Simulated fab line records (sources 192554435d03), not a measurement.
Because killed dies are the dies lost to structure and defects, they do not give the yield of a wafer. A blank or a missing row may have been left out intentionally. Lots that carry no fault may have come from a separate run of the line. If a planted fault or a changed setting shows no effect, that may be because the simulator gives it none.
Matching of chambers    flow n5-finfet    4 sister chambers for N5_STI_FIN_REVEAL_ALD_14 on ald-sin-02
The step deposits Si3N4, target thk 3 nm. 8 wafers are shown with their chamber, then 9 later ones without.

WAFERS, EACH WITH ITS CHAMBER
wafer   chamber  heater-power-outer-w (W)  heater-power-w (W)
L080.4  2        530                       840
L082.3  1        630                       1033
L084.5  3        561                       918
L085.2  1        624                       1079
L085.4  3        551                       903
L088.3  0        491                       833
L088.4  2        530                       864
L088.6  0        487                       817

WAFERS WITHOUT THEIR CHAMBER
wafer   heater-power-outer-w (W)  heater-power-w (W)
L094.2  643                       1042
L094.4  539                       843
L094.5  554                       899
L095.4  560                       907
L095.5  496                       829
L095.6  628                       1024
L096.2  535                       822
L096.4  632                       1025
L096.6  566                       935

THE CHAMBER EACH PASSED THROUGH
wafer   from the rows above  in truth
L094.2  1                    1
L094.4  2                    2
L094.5  3                    3
L095.4  3                    3
L095.5  0                    0
L095.6  1                    1
L096.2  2                    2
L096.4  1                    1
L096.6  3                    3
9 of 9 placed correctly. From these rows, 0 cannot be placed. Number placed wrongly: 0.
How it was worked out, from the rows above alone: a wafer's distance from a chamber is the root of the sum, over the readings, of the square of ((its reading less the chamber's mean) divided by the reading's scatter). If the next closest chamber is less than 2 further off than the closest, the wafer can't be placed; otherwise it belongs to the closest. For every chamber, the mean is computed from those of its wafers that are shown. The scatter: the root of (the sum of the squares of (reading less its chamber's mean) over the shown wafers, divided by (wafers less chambers)).
